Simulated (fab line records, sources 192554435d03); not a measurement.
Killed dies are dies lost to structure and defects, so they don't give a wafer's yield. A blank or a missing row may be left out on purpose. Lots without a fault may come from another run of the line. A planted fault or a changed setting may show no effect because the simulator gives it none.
One fault seen from 2 desks | flow n5_finfet | each desk has only its own numbers; what lay behind them comes last

THE METROLOGY DESK
What the gauges read, lot by lot, whatever tool the lot ran on: means of the sampled wafers that have a number. A lot is out of limits, marked OUT, if its mean lies more than 4 standard deviations from the usual mean; the brackets give that distance. Of its 10 readings 7 are shown: those that lie furthest out on some lot.
Columns: A = DIBL_N at N5_BEOL_M4_RC_MEAS_101, usual 36.4 mV/V; B = IOFF_P at N5_BEOL_M4_RC_MEAS_101, usual 0.21 nA/um; C = ION_N at N5_BEOL_M4_RC_MEAS_101, usual 670 uA/um; D = ION_P at N5_BEOL_M4_RC_MEAS_101, usual 459 uA/um; E = SS_P at N5_BEOL_M4_RC_MEAS_101, usual 73.2 mV/dec; F = VT_N at N5_BEOL_M4_RC_MEAS_101, usual 250 mV; G = VT_P at N5_BEOL_M4_RC_MEAS_101, usual -250 mV
lot  | first seen here | A    | B    | C   | D   | E    | F   | G
L933 | day 9 19:52     | 35.6 | 0.22 | 676 | 462 | 73.5 | 247 | -251
L938 | day 10 09:16    | 38.2 | 0.26 | 680 | 468 | 74.0 | 247 | -245
L936 | day 11 03:57    | 36.0 | 0.17 | 659 | 445 | 73.0 | 254 | -258
L939 | day 11 11:47    | 37.1 | 0.19 | 672 | 455 | 73.5 | 251 | -254
L947 | day 13 02:37    | 36.2 | 0.24 | 670 | 463 | 73.7 | 250 | -248
L946 | day 13 05:35    | 35.7 | 0.20 | 664 | 456 | 72.9 | 254 | -253
L949 | day 13 16:05    | 38.9 | 0.23 | 686 | 464 | 73.3 | 246 | -249
L950 | day 13 23:15    | 37.0 | 0.17 | 666 | 450 | 73.0 | 253 | -258
L951 | day 14 19:29    | 35.5 | 0.22 | 666 | 463 | 73.2 | 251 | -249
This desk's finding: nothing out of limits on any of the 9 lots.

THE TOOL OWNER'S DESK: pecvd-04
The tool's own readings at N5_BEOL_M1_PECVD_72 (deposits SiO2 from TEOS/O2, target thk 16 nm, time 18 s): means of the sampled wafers that have a number, for each lot that ran on this tool. A lot is out of limits, marked OUT, if its mean lies more than 4 standard deviations from the usual mean; the brackets give that distance.
Columns: A = heater_power_w at N5_BEOL_M1_PECVD_72, usual 754 W; B = showerhead_plenum_p_Torr at N5_BEOL_M1_PECVD_72, usual 8.79 Torr; C = throttle_valve_pct at N5_BEOL_M1_PECVD_72, usual 22.3 %
lot  | first seen here | A   | B    | C
L933 | day 7 06:11     | 804 | 8.82 | 21.7
L936 | day 7 23:05     | 750 | 8.76 | 21.8
L938 | day 8 08:58     | 774 | 8.82 | 21.6
L939 | day 8 18:46     | 749 | 8.80 | 21.7
L947 | day 10 16:28    | 853 | 8.86 | 22.2
L946 | day 10 16:56    | 765 | 8.77 | 21.8
This desk's finding: nothing out of limits on any of the 6 lots.

PUT TOGETHER
The metrology desk saw nothing out of limits.
The tool owner's desk saw nothing out of limits.

WHAT THE SIMULATOR HAD PUT IN
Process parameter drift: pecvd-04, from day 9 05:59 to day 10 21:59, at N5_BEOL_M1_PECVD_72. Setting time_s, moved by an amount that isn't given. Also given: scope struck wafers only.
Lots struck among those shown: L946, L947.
